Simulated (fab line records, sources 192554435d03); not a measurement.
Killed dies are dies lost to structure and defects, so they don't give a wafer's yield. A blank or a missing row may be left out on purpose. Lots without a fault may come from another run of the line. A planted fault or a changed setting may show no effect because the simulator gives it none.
Split-lot experiment | flow n5_finfet | 7 lots, 21 wafers read, on a route of 1938 steps

THE SPLIT
At N5_BEOL_M11_EXPOSE_08 (exposes mask M11), the setting dose_mj was moved away from the recipe's 53.75 on 6 of the 21 wafers read, by -4.9% to +5.0%. The other wafers ran this setting at the recipe's value.

FROM THE SPLIT TO THE READING: what the file shows between them, 10 steps
- N5_BEOL_M11_PEB_09: peb time 60 s
- N5_BEOL_M11_DEVELOP_10: develop time 30 s
- N5_BEOL_M11_CD_MEAS_11: target cd 64.1 nm
- N5_BEOL_M11_DESCUM_16: chemistry O2, time 7.9 s
- N5_BEOL_M11_ETCH_61: etches SiARC in CF4, target depth 39 nm, time 65 s
- N5_BEOL_M11_ETCH_62: etches SOC in N2/H2, target depth 110 nm, overetch 22 nm, time 165 s
- N5_BEOL_M11_STRIP_68: strips in N2/H2
- N5_BEOL_M11_STRIP_67: strips in CF4
- N5_BEOL_M11_HM_OPEN_17: chemistry Cl2/BCl3, target TiN, target depth 20 nm, overetch 6 nm
- N5_BEOL_M11_STRIP_19: strips in O2

THE READING
cd_nm, in nm, at N5_BEOL_M11_CD_MEAS_18 (pitch 140 nm, target cd 70 nm). Fault-free wafers of this fab line usually give 69.6 nm, standard deviation 0.7 nm.

wafer  | tool, chamber at the split | dose_mj as run | against the recipe | cd_nm, nm | against lot-mates on the recipe
L081.2 | arfi_scanner-03, 0         | 53.75          | recipe             | 69.1      | -
L081.5 | arfi_scanner-03, 0         | 51.11          | -4.9%              | 67.2      | -1.9
L081.6 | arfi_scanner-03, 0         | 51.11          | -4.9%              | 66.0      | -3.1
L085.1 | arfi_scanner-01, 0         | 53.75          | recipe             | 69.1      | -
L085.2 | arfi_scanner-01, 0         | 53.75          | recipe             | 69.2      | -
L085.6 | arfi_scanner-01, 0         | 53.75          | recipe             | 70.7      | -
L083.2 | arfi_scanner-03, 0         | 53.75          | recipe             | 70.0      | -
L083.4 | arfi_scanner-03, 0         | 53.75          | recipe             | 69.0      | -
L083.5 | arfi_scanner-03, 0         | 53.75          | recipe             | 68.4      | -
L089.3 | arfi_scanner-01, 0         | 53.75          | recipe             | 69.6      | -
L089.5 | arfi_scanner-01, 0         | 53.75          | recipe             | 70.2      | -
L089.6 | arfi_scanner-01, 0         | 56.43          | +5.0%              | 72.7      | +2.8
L086.3 | arfi_scanner-02, 0         | 52.38          | -2.5%              | 69.1      | -0.4
L086.5 | arfi_scanner-02, 0         | 52.38          | -2.5%              | 68.4      | -1.1
L086.6 | arfi_scanner-02, 0         | 53.75          | recipe             | 69.5      | -
L090.2 | arfi_scanner-02, 0         | 51.13          | -4.9%              | 67.3      | -3.5
L090.4 | arfi_scanner-02, 0         | 53.75          | recipe             | 70.3      | -
L090.6 | arfi_scanner-02, 0         | 53.75          | recipe             | 71.3      | -
L096.2 | arfi_scanner-03, 0         | 53.75          | recipe             | 68.7      | -
L096.3 | arfi_scanner-03, 0         | 53.75          | recipe             | 68.2      | -
L096.5 | arfi_scanner-03, 0         | 53.75          | recipe             | 69.1      | -

THE FIT
A straight line over all 21 wafers: cd_nm changes by +0.548 nm for each +1% of dose_mj; r = +0.84; the points scatter about the line by 0.81 nm.
The same after taking each lot's own level away (the mean of its wafers on the recipe; 21 wafers): +0.546 nm for each +1%; r = +0.91; scatter 0.59 nm.
On that fit, the largest move of dose_mj shifts the reading by 2.7 nm.
The lots' own levels span 68.67 to 70.80 nm, that is 3.0 times the standard deviation above.
So the lot-to-lot level changes the slope little: the two slopes agree.
Check: with one of the wafers moved furthest among these (+5.0%) left out of the fit, the line predicts +2.75 nm for it against its lot-mates. It came out at +2.8 nm against them.

THE WHOLE CHAIN: every reading that the file lists as answering this split, in the file's order
step                   | what it does                                                         | reading                                                                | change (the file's fit)               | r (the file's)
N5_BEOL_M11_CD_MEAS_11 | target cd 64.1 nm                                                    | cd_nm                                                                  | +0.656 nm for each +1% of the setting | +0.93
N5_BEOL_M11_ETCH_61    | etches SiARC in CF4, target depth 39 nm, time 65 s                   | BEOL_M11.cd_offset_nm (the simulator's own value, which no gauge read) | +0.619 nm for each +1% of the setting | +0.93
N5_BEOL_M11_ETCH_62    | etches SOC in N2/H2, target depth 110 nm, overetch 22 nm, time 165 s | BEOL_M11.cd_offset_nm (the simulator's own value, which no gauge read) | +0.557 nm for each +1% of the setting | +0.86
N5_BEOL_M11_HM_OPEN_17 | chemistry Cl2/BCl3, target TiN, target depth 20 nm, overetch 6 nm    | BEOL_M11.cd_offset_nm (the simulator's own value, which no gauge read) | +0.588 nm for each +1% of the setting | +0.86
N5_BEOL_M11_CD_MEAS_18 | pitch 140 nm, target cd 70 nm                                        | cd_nm                                                                  | +0.563 nm for each +1% of the setting | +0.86

THE FILE'S OWN FIT
cd_nm changes by +0.563 nm for each +1% of dose_mj, r = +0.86.
